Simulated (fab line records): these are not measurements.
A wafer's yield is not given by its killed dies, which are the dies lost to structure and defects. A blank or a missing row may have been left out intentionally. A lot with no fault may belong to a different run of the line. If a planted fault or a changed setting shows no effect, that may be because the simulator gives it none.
Which tool was responsible? | flow nand_harc | Sampling: 24 lots, 72 wafers, 6 of 1302 route steps

== WHAT THE GAUGES SHOWED, per wafer ==
The record lacks any reading of a measuring or inspecting step that a usual standard deviation could be used to judge.

== WHICH TOOL RAN EACH LOT (tool, then ch and the chambers of the sampled wafers, then the start) ==
lot  | NHARC_P_GATE_DESCUM_31             | NHARC_P_CONTACT_ETCH_18                       | NHARC_P_M0_DESCUM_14               | NHARC_P_M1_PVD_21                       | NHARC_P_M1_CMP_23             | NHARC_P_M1_DEP_33
L074 | rie_diel-01 ch 0,1,2, day 5 00:42  | rie_diel-09 ch 0,1,3, day 6 00:57 or earlier  | rie_diel-02 ch 0,1,2, day 6 00:57  | pvd_sputter-03, day 6 07:25 or earlier  | cmp-02 ch 0,1,2, day 6 07:25  | pecvd-01 ch 0,2, day 6 08:02
L075 | rie_diel-10 ch 0,1,2, day 5 11:12  | rie_diel-09 ch 0,1,3, day 6 11:07 or earlier  | rie_diel-05 ch 0,2,3, day 6 11:07  | pvd_sputter-03, day 6 17:20 or earlier  | cmp-04 ch 2,3, day 6 17:20    | pecvd-03 ch 0,1,2, day 6 17:57
L076 | rie_diel-01 ch 0,1,3, day 6 01:11  | rie_diel-11 ch 0,1,3, day 7 01:17 or earlier  | rie_diel-12 ch 0,1,3, day 7 01:17  | pvd_sputter-01, day 7 07:24 or earlier  | cmp-02 ch 1,2,3, day 7 07:24  | pecvd-03 ch 1,2, day 7 07:58
L077 | rie_diel-03 ch 0,2, day 6 01:26    | rie_diel-09 ch 1,2,3, day 7 01:46 or earlier  | rie_diel-12 ch 0,1, day 7 01:46    | pvd_sputter-03, day 7 08:19 or earlier  | cmp-03 ch 0,2, day 7 08:19    | pecvd-03 ch 0,1, day 7 08:55
L078 | rie_diel-10 ch 1,2,3, day 6 20:01  | rie_diel-09 ch 0,1,2, day 7 20:16 or earlier  | rie_diel-12 ch 2,3, day 7 20:16    | pvd_sputter-03, day 8 02:26 or earlier  | cmp-03 ch 1,2, day 8 02:26    | pecvd-04 ch 0,1,2, day 8 03:11
L079 | rie_diel-10 ch 1,2,3, day 7 01:25  | rie_diel-11 ch 0,2,3, day 8 01:59 or earlier  | rie_diel-05 ch 0,1,3, day 8 01:59  | pvd_sputter-01, day 8 08:11 or earlier  | cmp-02 ch 1,2,3, day 8 08:11  | pecvd-04 ch 0,1, day 8 08:49
L080 | rie_diel-03 ch 0,2,3, day 7 12:52  | rie_diel-09 ch 1,3, day 8 13:05 or earlier    | rie_diel-05 ch 2,3, day 8 13:05    | pvd_sputter-03, day 8 21:52 or earlier  | cmp-03 ch 0,3, day 8 21:52    | pecvd-04 ch 0,2, day 8 22:32
L081 | rie_diel-10 ch 2,3, day 7 17:40    | rie_diel-08 ch 0,2,3, day 8 18:22 or earlier  | rie_diel-05 ch 0,3, day 8 18:22    | pvd_sputter-03, day 9 00:39 or earlier  | cmp-04 ch 2,3, day 9 00:39    | pecvd-01 ch 1,2, day 9 01:16
L082 | rie_diel-10 ch 1,2,3, day 8 05:37  | rie_diel-11 ch 0,1,3, day 9 07:54 or earlier  | rie_diel-02 ch 0,3, day 9 07:54    | pvd_sputter-01, day 9 14:19 or earlier  | cmp-02 ch 0,1,2, day 9 14:19  | pecvd-04 ch 0,2, day 9 14:55
L083 | rie_diel-01 ch 0,3, day 8 15:41    | rie_diel-08 ch 0,2,3, day 9 16:11 or earlier  | rie_diel-12 ch 1,2, day 9 16:11    | pvd_sputter-02, day 9 22:34 or earlier  | cmp-04 ch 1,2,3, day 9 22:34  | pecvd-01 ch 0,1,2, day 9 23:13
L084 | rie_diel-01 ch 2,3, day 9 08:41    | rie_diel-08 ch 2,3, day 10 05:25              | rie_diel-05 ch 0,1,2, day 10 09:11 | pvd_sputter-02, day 10 15:24 or earlier | cmp-03 ch 0,2, day 10 15:24   | pecvd-03 ch 0,1, day 10 16:02
L085 | rie_diel-10 ch 2,3, day 9 15:52    | rie_diel-09 ch 1,3, day 10 16:10 or earlier   | rie_diel-12 ch 1,3, day 10 16:10   | pvd_sputter-03, day 10 23:09 or earlier | cmp-04 ch 0,2, day 10 23:09   | pecvd-03 ch 0,1, day 10 23:47
L086 | rie_diel-10 ch 0,2,3, day 10 01:53 | rie_diel-11 ch 1,2,3, day 11 02:56 or earlier | rie_diel-12 ch 0,3, day 11 02:56   | pvd_sputter-01, day 11 09:13 or earlier | cmp-04 ch 0,1,2, day 11 09:13 | pecvd-04 ch 0,1,2, day 11 09:52
L087 | rie_diel-01 ch 0,1,3, day 10 05:42 | rie_diel-09 ch 0,1,2, day 11 06:38 or earlier | rie_diel-05 ch 0,2,3, day 11 06:38 | pvd_sputter-01, day 11 12:59 or earlier | cmp-04 ch 0,1,3, day 11 12:59 | pecvd-04 ch 0,1,2, day 11 13:34
L089 | rie_diel-01 ch 0,2,3, day 11 04:43 | rie_diel-11 ch 1,2, day 12 04:48 or earlier   | rie_diel-02 ch 1,2,3, day 12 04:48 | pvd_sputter-03, day 12 11:22 or earlier | cmp-04 ch 0,2,3, day 12 11:22 | pecvd-01 ch 0,1, day 12 11:56
L088 | rie_diel-03 ch 1,2,3, day 11 05:29 | rie_diel-11 ch 0,1,2, day 12 05:43 or earlier | rie_diel-05 ch 0,2, day 12 05:43   | pvd_sputter-02, day 12 11:44 or earlier | cmp-02 ch 1,2, day 12 11:44   | pecvd-03 ch 0,1, day 12 12:22
L090 | rie_diel-03 ch 0,1, day 11 21:23   | rie_diel-09 ch 0,1,3, day 12 23:44 or earlier | rie_diel-05 ch 0,1,2, day 12 23:44 | pvd_sputter-02, day 13 06:00 or earlier | cmp-02 ch 0,1,2, day 13 06:00 | pecvd-01 ch 0,1, day 13 06:39
L091 | rie_diel-01 ch 2,3, day 12 06:47   | rie_diel-09 ch 1,2,3, day 13 07:05 or earlier | rie_diel-05 ch 1,3, day 13 07:05   | pvd_sputter-03, day 13 13:15 or earlier | cmp-04 ch 0,1,3, day 13 13:15 | pecvd-03 ch 0,1,2, day 13 13:55
L092 | rie_diel-01 ch 0,1,3, day 12 08:58 | rie_diel-11 ch 1,3, day 13 09:02 or earlier   | rie_diel-05 ch 0,2,3, day 13 09:02 | pvd_sputter-02, day 13 15:05 or earlier | cmp-04 ch 0,1,3, day 13 15:05 | pecvd-01 ch 0,1, day 13 15:44
L093 | rie_diel-10 ch 1,2,3, day 12 22:06 | rie_diel-09 ch 1,2,3, day 13 22:28 or earlier | rie_diel-05 ch 1,3, day 13 22:28   | pvd_sputter-01, day 14 04:29 or earlier | cmp-02 ch 0,3, day 14 04:29   | pecvd-04 ch 0,1,2, day 14 05:12
L095 | rie_diel-03 ch 0,3, day 13 14:07   | rie_diel-11 ch 0,2,3, day 14 14:28 or earlier | rie_diel-05 ch 1,2, day 14 14:28   | pvd_sputter-03, day 14 20:46 or earlier | cmp-04 ch 0,1, day 14 20:46   | pecvd-04 ch 0,1,2, day 14 21:29
L094 | rie_diel-01 ch 1,2,3, day 13 14:23 | rie_diel-08 ch 1,2,3, day 14 14:48 or earlier | rie_diel-05 ch 0,1,2, day 14 14:48 | pvd_sputter-02, day 14 20:59 or earlier | cmp-03 ch 0,1,2, day 14 20:59 | pecvd-03 ch 1,2, day 14 21:42
L096 | rie_diel-03 ch 0,2, day 14 03:33   | rie_diel-11 ch 0,1,3, day 15 03:36 or earlier | rie_diel-05 ch 0,1,2, day 15 03:36 | pvd_sputter-03, day 15 09:49 or earlier | cmp-03 ch 1,2, day 15 09:49   | pecvd-04 ch 1,2, day 15 10:25
L097 | rie_diel-10 ch 0,1, day 14 20:51   | rie_diel-09 ch 0,1,3, day 15 21:25 or earlier | rie_diel-05 ch 0,3, day 15 21:25   | pvd_sputter-02, day 16 03:43 or earlier | cmp-03 ch 1,2,3, day 16 03:43 | pecvd-01 ch 0,2, day 16 04:21
- NHARC_P_GATE_DESCUM_31: chemistry O2, time 3 s.
- NHARC_P_CONTACT_ETCH_18: etches the open film in C4F8/O2/Ar, target depth 481 nm, time 240.5 s.
- NHARC_P_M0_DESCUM_14: chemistry O2, time 3 s.
- NHARC_P_M1_PVD_21: deposits Cu, target thk 30 nm, time 20.49 s.
- NHARC_P_M1_CMP_23: polishes, t overpolish 20 s, target thk 157.82 nm.
- NHARC_P_M1_DEP_33: deposits SiCN, target thk 30 nm.

== WHAT THE TOOLS THEMSELVES READ (means of the sampled wafers that have a number; where no wafer has one, the mark that the record gives instead) ==
NHARC_P_GATE_DESCUM_31.
lot  | tool        | chamber_pressure_mTorr (mTorr) | drypump_motor_current_A (A) | o2_flow_sccm (sccm) | oes_product_au (a.u.) | rf_vpp_V (V) | showerhead_plenum_p_Torr (Torr) | throttle_valve_pct (%)
L074 | rie_diel-01 | 59.97                          | 5.5                         | 199.7               | 1.019                 | 57.9         | 1.90                            | 11.305
L075 | rie_diel-10 | 60.02                          | 5.7                         | 199.5               | 1.004                 | 57.2         | 1.97                            | 11.309
L076 | rie_diel-01 | 60.04                          | 5.2                         | 200.1               | 1.000                 | 57.4         | 1.89                            | 11.310
L077 | rie_diel-03 | 60.01                          | 5.2                         | 199.9               | 0.998                 | 57.7         | 1.98                            | 11.316
L078 | rie_diel-10 | 60.06                          | 5.6                         | 200.3               | 1.001                 | 56.9         | 1.91                            | 11.306
L079 | rie_diel-10 | 59.96                          | 5.7                         | 200.4               | 0.997                 | 57.7         | 1.91                            | 11.303
L080 | rie_diel-03 | 59.98                          | 5.5                         | 200.1               | 0.990                 | 58.7         | 1.92                            | 11.310
L081 | rie_diel-10 | 60.00                          | 5.6                         | 200.5               | 1.007                 | 57.7         | 1.89                            | 11.308
L082 | rie_diel-10 | 59.98                          | 5.6                         | 199.8               | 1.001                 | 57.6         | 1.90                            | 11.313
L083 | rie_diel-01 | 59.99                          | 5.0                         | 200.5               | 1.005                 | 57.9         | 1.85                            | 11.315
L084 | rie_diel-01 | 60.03                          | 5.4                         | 200.2               | 1.001                 | 57.1         | 1.85                            | 11.308
L085 | rie_diel-10 | 60.02                          | 5.7                         | 199.5               | 1.001                 | 57.6         | 1.89                            | 11.318
L086 | rie_diel-10 | 59.98                          | 5.8                         | 199.9               | 1.007                 | 57.4         | 1.96                            | 11.313
L087 | rie_diel-01 | 59.98                          | 5.2                         | 199.5               | 1.001                 | 58.0         | 1.89                            | 11.308
L089 | rie_diel-01 | 59.93                          | 5.3                         | 199.4               | 0.997                 | 57.3         | 1.86                            | 11.312
L088 | rie_diel-03 | 59.97                          | 5.7                         | 200.0               | 0.996                 | 57.9         | 1.91                            | 11.313
L090 | rie_diel-03 | 59.99                          | 5.9                         | 199.7               | 0.985                 | 57.4         | 1.97                            | 11.307
L091 | rie_diel-01 | 60.02                          | 5.7                         | 199.4               | 0.992                 | 58.1         | 1.86                            | 11.322
L092 | rie_diel-01 | 60.01                          | 5.2                         | 200.0               | 1.001                 | 57.7         | 1.89                            | 11.316
L093 | rie_diel-10 | 60.00                          | 5.6                         | 200.2               | 1.003                 | 58.1         | 1.90                            | 11.318
L095 | rie_diel-03 | 60.04                          | 5.6                         | 200.1               | 1.002                 | 58.0         | 1.92                            | 11.308
L094 | rie_diel-01 | 60.03                          | 5.5                         | 200.0               | 0.993                 | 58.0         | 1.89                            | 11.306
L096 | rie_diel-03 | 59.98                          | 5.1                         | 199.4               | 1.012                 | 58.1         | 1.97                            | 11.313
L097 | rie_diel-10 | 60.02                          | 5.8                         | 200.4               | 0.999                 | 59.3         | 2.01                            | 11.312

NHARC_P_CONTACT_ETCH_18.
lot  | tool        | chamber_pressure_mTorr (mTorr) | oes_product_au (a.u.) | rf_vpp_V (V)
L074 | rie_diel-09 | 25.001                         | 0.967                 | 977
L075 | rie_diel-09 | 25.027                         | 0.942                 | 978
L076 | rie_diel-11 | 24.984                         | 0.950                 | 978
L077 | rie_diel-09 | 24.998                         | 0.972                 | 975
L078 | rie_diel-09 | 24.991                         | 0.955                 | 976
L079 | rie_diel-11 | 24.987                         | 0.948                 | 980
L080 | rie_diel-09 | 24.994                         | 0.923                 | 974
L081 | rie_diel-08 | 24.988                         | 0.960                 | 981
L082 | rie_diel-11 | 24.986                         | 0.941                 | 979
L083 | rie_diel-08 | 25.000                         | 0.965                 | 981
L084 | rie_diel-08 | 25.006                         | 0.984                 | 982
L085 | rie_diel-09 | 24.988                         | 0.950                 | 975
L086 | rie_diel-11 | 25.018                         | 0.955                 | 982
L087 | rie_diel-09 | 25.013                         | 0.959                 | 976
L089 | rie_diel-11 | 25.003                         | 0.973                 | 985
L088 | rie_diel-11 | 25.000                         | 0.966                 | 983
L090 | rie_diel-09 | 25.007                         | 0.937                 | 977
L091 | rie_diel-09 | 25.003                         | 0.962                 | 975
L092 | rie_diel-11 | 24.968                         | 0.949                 | 981
L093 | rie_diel-09 | 25.000                         | 0.968                 | 974
L095 | rie_diel-11 | 24.997                         | 0.953                 | 980
L094 | rie_diel-08 | 25.011                         | 0.927                 | 978
L096 | rie_diel-11 | 24.978                         | 0.973                 | 978
L097 | rie_diel-09 | 25.007                         | 0.924                 | 977

NHARC_P_M0_DESCUM_14.
lot  | tool        | chamber_pressure_mTorr (mTorr) | drypump_motor_current_A (A) | o2_flow_sccm (sccm) | oes_product_au (a.u.) | rf_vpp_V (V) | showerhead_plenum_p_Torr (Torr) | throttle_valve_pct (%)
L074 | rie_diel-02 | 59.99                          | 5.8                         | 200.0               | 1.000                 | 56.9         | 1.82                            | 11.304
L075 | rie_diel-05 | 59.95                          | 5.8                         | 199.6               | 1.002                 | 57.6         | 1.88                            | 11.306
L076 | rie_diel-12 | 60.00                          | 5.7                         | 200.1               | 0.991                 | 57.3         | 1.91                            | 11.319
L077 | rie_diel-12 | 59.95                          | 5.4                         | 199.8               | 0.990                 | 58.1         | 1.85                            | 11.302
L078 | rie_diel-12 | 60.03                          | 5.5                         | 199.5               | 0.983                 | 57.7         | 1.93                            | 11.309
L079 | rie_diel-05 | 60.04                          | 6.0                         | 200.0               | 0.995                 | 58.7         | 1.93                            | 11.323
L080 | rie_diel-05 | 60.03                          | 5.8                         | 200.0               | 0.996                 | 57.6         | 1.91                            | 11.308
L081 | rie_diel-05 | 60.07                          | 5.9                         | 199.6               | 0.992                 | 57.6         | 1.85                            | 11.323
L082 | rie_diel-02 | 59.95                          | 5.9                         | 200.5               | 0.990                 | 57.5         | 1.83                            | 11.310
L083 | rie_diel-12 | 60.00                          | 5.6                         | 200.2               | 0.998                 | 57.4         | 1.82                            | 11.303
L084 | rie_diel-05 | 60.05                          | 6.0                         | 200.3               | 0.998                 | 57.7         | 1.90                            | 11.318
L085 | rie_diel-12 | 60.07                          | 6.2                         | 200.4               | 0.995                 | 58.0         | 1.94                            | 11.314
L086 | rie_diel-12 | 59.95                          | 5.2                         | 200.1               | 0.993                 | 57.7         | 1.87                            | 11.302
L087 | rie_diel-05 | 60.01                          | 5.8                         | 200.5               | 1.002                 | 57.3         | 1.88                            | 11.308
L089 | rie_diel-02 | 60.02                          | 5.8                         | 200.0               | 0.997                 | 56.7         | 1.84                            | 11.310
L088 | rie_diel-05 | 59.96                          | 5.9                         | 199.7               | 1.009                 | 55.9         | 1.82                            | 11.302
L090 | rie_diel-05 | 60.00                          | 6.0                         | 200.0               | 0.998                 | 58.4         | 1.90                            | 11.310
L091 | rie_diel-05 | 60.00                          | 5.9                         | 200.5               | 1.001                 | 57.5         | 1.98                            | 11.315
L092 | rie_diel-05 | 59.95                          | 5.9                         | 200.1               | 1.008                 | 57.7         | 1.88                            | 11.318
L093 | rie_diel-05 | 60.06                          | 5.9                         | 200.0               | 0.999                 | 58.2         | 1.98                            | 11.314
L095 | rie_diel-05 | 60.04                          | 6.0                         | 199.9               | 0.990                 | 58.3         | 1.92                            | 11.312
L094 | rie_diel-05 | 60.02                          | 6.0                         | 200.4               | 0.992                 | 57.8         | 1.89                            | 11.305
L096 | rie_diel-05 | 60.05                          | 6.0                         | 200.3               | 0.995                 | 57.6         | 1.89                            | 11.319
L097 | rie_diel-05 | 60.05                          | 5.9                         | 200.6               | 1.002                 | 57.4         | 1.84                            | 11.312

NHARC_P_M1_PVD_21.
lot  | tool           | throttle_valve_pct (%)
L074 | pvd_sputter-03 | 29.1
L075 | pvd_sputter-03 | 29.3
L076 | pvd_sputter-01 | 30.6
L077 | pvd_sputter-03 | 29.8
L078 | pvd_sputter-03 | 29.1
L079 | pvd_sputter-01 | 30.9
L080 | pvd_sputter-03 | 28.6
L081 | pvd_sputter-03 | 29.5
L082 | pvd_sputter-01 | 31.0
L083 | pvd_sputter-02 | 30.8
L084 | pvd_sputter-02 | 30.8
L085 | pvd_sputter-03 | 28.6
L086 | pvd_sputter-01 | 31.0
L087 | pvd_sputter-01 | 30.3
L089 | pvd_sputter-03 | 29.6
L088 | pvd_sputter-02 | 29.9
L090 | pvd_sputter-02 | 30.2
L091 | pvd_sputter-03 | 28.9
L092 | pvd_sputter-02 | 30.7
L093 | pvd_sputter-01 | 30.8
L095 | pvd_sputter-03 | 29.9
L094 | pvd_sputter-02 | 30.2
L096 | pvd_sputter-03 | 29.2
L097 | pvd_sputter-02 | 30.0

NHARC_P_M1_CMP_23.
lot  | tool   | motor_current_A (A) | retaining_ring_pressure_frac | time_to_endpoint_s (s)
L074 | cmp-02 | 11.8                | 1.002                        | 30.0
L075 | cmp-04 | 12.0                | 0.999                        | 30.3
L076 | cmp-02 | 12.0                | 1.001                        | 27.3
L077 | cmp-03 | 10.9                | 0.994                        | 29.9
L078 | cmp-03 | 12.3                | 0.999                        | 29.6
L079 | cmp-02 | 12.6                | 1.000                        | 26.7
L080 | cmp-03 | 13.2                | 0.994                        | 27.9
L081 | cmp-04 | 12.2                | 0.996                        | 33.3
L082 | cmp-02 | 12.6                | 1.002                        | 30.1
L083 | cmp-04 | 12.1                | 1.000                        | 29.5
L084 | cmp-03 | 11.0                | 1.001                        | 29.6
L085 | cmp-04 | 11.6                | 1.004                        | 27.7
L086 | cmp-04 | 11.5                | 1.001                        | 28.3
L087 | cmp-04 | 11.1                | 1.002                        | 30.2
L089 | cmp-04 | 11.6                | 1.002                        | 28.2
L088 | cmp-02 | 12.0                | 0.999                        | 31.3
L090 | cmp-02 | 12.1                | 1.000                        | 30.5
L091 | cmp-04 | 11.3                | 1.000                        | 28.1
L092 | cmp-04 | 11.6                | 0.994                        | 27.5
L093 | cmp-02 | 11.8                | 1.003                        | 31.0
L095 | cmp-04 | 11.2                | 0.998                        | 27.4
L094 | cmp-03 | 11.7                | 1.003                        | 29.4
L096 | cmp-03 | 12.0                | 0.996                        | 27.2
L097 | cmp-03 | 12.5                | 1.000                        | 27.6

NHARC_P_M1_DEP_33.
lot  | tool     | heater_power_w (W)
L074 | pecvd-01 | 494
L075 | pecvd-03 | 564
L076 | pecvd-03 | 567
L077 | pecvd-03 | 623
L078 | pecvd-04 | 541
L079 | pecvd-04 | 576
L080 | pecvd-04 | 591
L081 | pecvd-01 | 620
L082 | pecvd-04 | 586
L083 | pecvd-01 | 575
L084 | pecvd-03 | 567
L085 | pecvd-03 | 556
L086 | pecvd-04 | 561
L087 | pecvd-04 | 571
L089 | pecvd-01 | 535
L088 | pecvd-03 | 567
L090 | pecvd-01 | 696
L091 | pecvd-03 | 553
L092 | pecvd-01 | 563
L093 | pecvd-04 | 537
L095 | pecvd-04 | 564
L094 | pecvd-03 | 632
L096 | pecvd-04 | 543
L097 | pecvd-01 | 487

== THE ANSWER, worked out from the rows above alone ==
Rule: the lots themselves supply what counts as usual. Put in order of their means at a reading, lots are off if they are a third of the lots or fewer, leave a main group of 4 or more, and stand apart from it by a gap of 3 or more times the standard deviation of the main group's means; of several such gaps the widest counts. The tables above print the reading to a certain number of digits; a main group whose means all agree to those digits is not used. Also off: a lot with no number at a reading for which 4 or more lots have one. All remaining lots with rows at the step are treated as sound. The gauges are gone through in route order, then the tools' own readings, and for those a lot's mean is taken as printed above. At the first step where some lot is off, the reading lying furthest off is the one used; lots without a number count as furthest.
Across all readings shown, no lot is off: no conclusion can be drawn from this.

== WHAT THE SIMULATOR HAD PUT IN ==
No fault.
